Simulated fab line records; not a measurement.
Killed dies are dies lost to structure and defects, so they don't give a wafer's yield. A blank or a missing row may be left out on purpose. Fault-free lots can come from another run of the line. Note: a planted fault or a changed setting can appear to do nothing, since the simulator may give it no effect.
The same fault as seen by 2 desks || flow nand harc || only its own numbers are on each desk; what lay behind them is given at the end

## FROM THE METROLOGY DESK
What the gauges read for every lot (on any tool): the sampled wafers with a number, averaged. If a lot's mean is further than 4 standard deviations from the usual mean, the lot is out of limits and carries the mark OUT (the distance appears in the brackets).
Columns: A = cd nm at NHARC_THIN_TSV_CD_MEAS_37, usual 5000 nm
{"lot": "L527", "first seen here": "day 19 20:19", "A": 5003}
{"lot": "L528", "first seen here": "day 19 21:42", "A": 5001}
{"lot": "L529", "first seen here": "day 20 02:58", "A": 4998}
{"lot": "L530", "first seen here": "day 21 06:23", "A": 5003}
{"lot": "L533", "first seen here": "day 21 07:29", "A": 4994}
{"lot": "L531", "first seen here": "day 21 08:23", "A": 5000}
{"lot": "L534", "first seen here": "day 21 14:11", "A": 5002}
{"lot": "L532", "first seen here": "day 21 19:14", "A": 4997}
{"lot": "L535", "first seen here": "day 21 23:53", "A": 4995}
{"lot": "L540", "first seen here": "day 23 03:02", "A": 5001}
{"lot": "L541", "first seen here": "day 23 16:28", "A": 4996}
{"lot": "L545", "first seen here": "day 23 20:10", "A": 5002}
{"lot": "L542", "first seen here": "day 24 00:29", "A": 5002}
{"lot": "L546", "first seen here": "day 24 13:43", "A": 5000}
Result from this desk: across the 14 lots, nothing is out of limits.

## AT THE TOOL OWNER'S DESK: rie metal-02
The tool's own readings at NHARC_THIN_TSV_ETCH_59 (etches the open film in Cl2/BCl3, target depth 880 nm, time 138.1 s): means of the sampled wafers that have a number, for each lot that ran on this tool. If a lot's mean is further than 4 standard deviations from the usual mean, the lot is out of limits and carries the mark OUT (the distance appears in the brackets).
Columns: A = bcl3 flow sccm at NHARC_THIN_TSV_ETCH_59, usual 30.00 sccm; B = drypump motor current A at NHARC_THIN_TSV_ETCH_59, usual 5.78 A; C = oes product au at NHARC_THIN_TSV_ETCH_59, usual 1.001 a.u.; D = run length s at NHARC_THIN_TSV_ETCH_59, usual 159.3 s; E = throttle valve pct at NHARC_THIN_TSV_ETCH_59, usual 22.264 %
{"lot": "L529", "first seen here": "day 20 01:51", "A": 30.08, "B": 5.91, "C": 0.996, "D": 159.2, "E": 22.254}
{"lot": "L533", "first seen here": "day 21 06:19", "A": 29.99, "B": 5.82, "C": 0.998, "D": 159.1, "E": 22.258}
{"lot": "L535", "first seen here": "day 21 22:46", "A": 30.01, "B": 5.78, "C": 0.996, "D": 159.1, "E": 22.259}
{"lot": "L541", "first seen here": "day 23 15:02", "A": 29.96, "B": 5.77, "C": 0.988, "D": "154.9 (-9.2) OUT", "E": 22.262}
{"lot": "L542", "first seen here": "day 23 23:20", "A": 29.90, "B": 5.77, "C": 0.994, "D": "150.5 (-18) OUT", "E": 22.259}
This desk's finding: out of limits on L541, L542; first on L541, day 23 15:02 (run length s at NHARC_THIN_TSV_ETCH_59). In limits: L529, L533, L535.

## BROUGHT TOGETHER
On L541, L542, at day 23 15:02, an alarm was possible from the tool owner's desk.
The metrology desk saw nothing out of limits.
The metrology desk has L541, L542 on record, within its limits.
On rie metal-02, each named lot ran NHARC_THIN_TSV_ETCH_59.

## WHAT THE SIMULATOR PUT IN
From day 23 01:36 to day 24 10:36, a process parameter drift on rie metal-02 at NHARC_THIN_TSV_ETCH_59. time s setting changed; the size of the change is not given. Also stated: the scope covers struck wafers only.
Shown lots that were struck: L541, L542.
Delay in hours, fault start to first out-of-limits reading, by desk: the tool owner's desk at 13.
